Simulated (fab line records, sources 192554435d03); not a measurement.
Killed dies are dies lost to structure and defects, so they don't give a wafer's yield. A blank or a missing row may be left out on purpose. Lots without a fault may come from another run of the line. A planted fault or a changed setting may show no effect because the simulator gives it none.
Split-lot experiment | flow n5_finfet | 7 lots, 21 wafers read, on a route of 1938 steps

THE SPLIT
At N5_BEOL_M1_ETCH_64 (etches SOC in N2/H2, target depth 75 nm, overetch 15 nm, time 112.5 s), the setting source_w was moved away from the recipe's 840 W on 3 of the 21 wafers read, by -16.8% to -4.9%. The other wafers ran this setting at the recipe's value.

The reading is taken at the split's own step.

THE READING
rf_vpp_V, in V, at N5_BEOL_M1_ETCH_64 (etches SOC in N2/H2, target depth 75 nm, overetch 15 nm, time 112.5 s). Fault-free wafers of this fab line usually give 525.2 V, standard deviation 2.3 V.

wafer  | tool, chamber at the split | source_w as run, W | against the recipe | rf_vpp_V, V | against lot-mates on the recipe
L076.1 | rie_diel-04, 3             | 840                | recipe             | 524.5       | -
L076.5 | rie_diel-04, 2             | 840                | recipe             | 524.2       | -
L076.6 | rie_diel-04, 1             | 840                | recipe             | 519.5       | -
L080.1 | rie_diel-02, 2             | 699                | -16.8%             | 559.6       | +33.0
L080.2 | rie_diel-02, 1             | 840                | recipe             | 526.6       | -
L080.6 | rie_diel-02, 1             | 699                | -16.8%             | 560.7       | +34.1
L086.3 | rie_diel-02, 1             | 840                | recipe             | 527.1       | -
L086.4 | rie_diel-02, 3             | 840                | recipe             | 528.6       | -
L086.5 | rie_diel-02, 0             | 840                | recipe             | 526.3       | -
L091.1 | rie_diel-02, 0             | 840                | recipe             | 525.5       | -
L091.3 | rie_diel-02, 1             | 840                | recipe             | 527.4       | -
L091.5 | rie_diel-02, 1             | 798.7              | -4.9%              | 535.2       | +8.8
L093.1 | rie_diel-02, 1             | 840                | recipe             | 527.6       | -
L093.4 | rie_diel-02, 2             | 840                | recipe             | 527.9       | -
L093.5 | rie_diel-02, 0             | 840                | recipe             | 526.9       | -
L096.1 | rie_diel-04, 2             | 840                | recipe             | 523.7       | -
L096.5 | rie_diel-04, 2             | 840                | recipe             | 523.6       | -
L096.6 | rie_diel-04, 1             | 840                | recipe             | 528.7       | -
L097.2 | rie_diel-02, 1             | 840                | recipe             | 526.7       | -
L097.5 | rie_diel-02, 3             | 840                | recipe             | 527.6       | -
L097.6 | rie_diel-02, 2             | 840                | recipe             | 527.3       | -

THE FIT
A straight line over all 21 wafers: rf_vpp_V changes by -2.02 V for each +1% of source_w; r = -0.98; the points scatter about the line by 2.2 V.
The same after taking each lot's own level away (the mean of its wafers on the recipe; 21 wafers): -1.99 V for each +1%; r = -0.99; scatter 1.4 V.
On that fit, the largest move of source_w shifts the reading by 33 V.
The lots' own levels span 522.73 to 527.47 V, that is 2.1 times the standard deviation above.
So the lot-to-lot level changes the slope little: the two slopes agree.
Check: with one of the wafers moved furthest among these (-16.8%) left out of the fit, the line predicts +33.8 V for it against its lot-mates. It came out at +33 V against them.
Tool readings at the split's step, against how far the setting was moved: rf_vpp_V r = -0.98.

OTHER SPLITS ON THESE WAFERS
These wafers also went through other splits before the reading. Each is held against what the fit with the lots' levels taken away leaves over:
other split on the same wafers   | wafers away from the commonest value | r with rf_vpp_V (lot level and that fit taken away)
N5_BEOL_M0_SAQP_COAT_34 spin_rpm | 9                                    | -0.34
N5_BEOL_M1_COAT_05 spin_rpm      | 6                                    | +0.37

THE FILE'S OWN FIT
rf_vpp_V changes by -1.98 V for each +1% of source_w, r = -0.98.
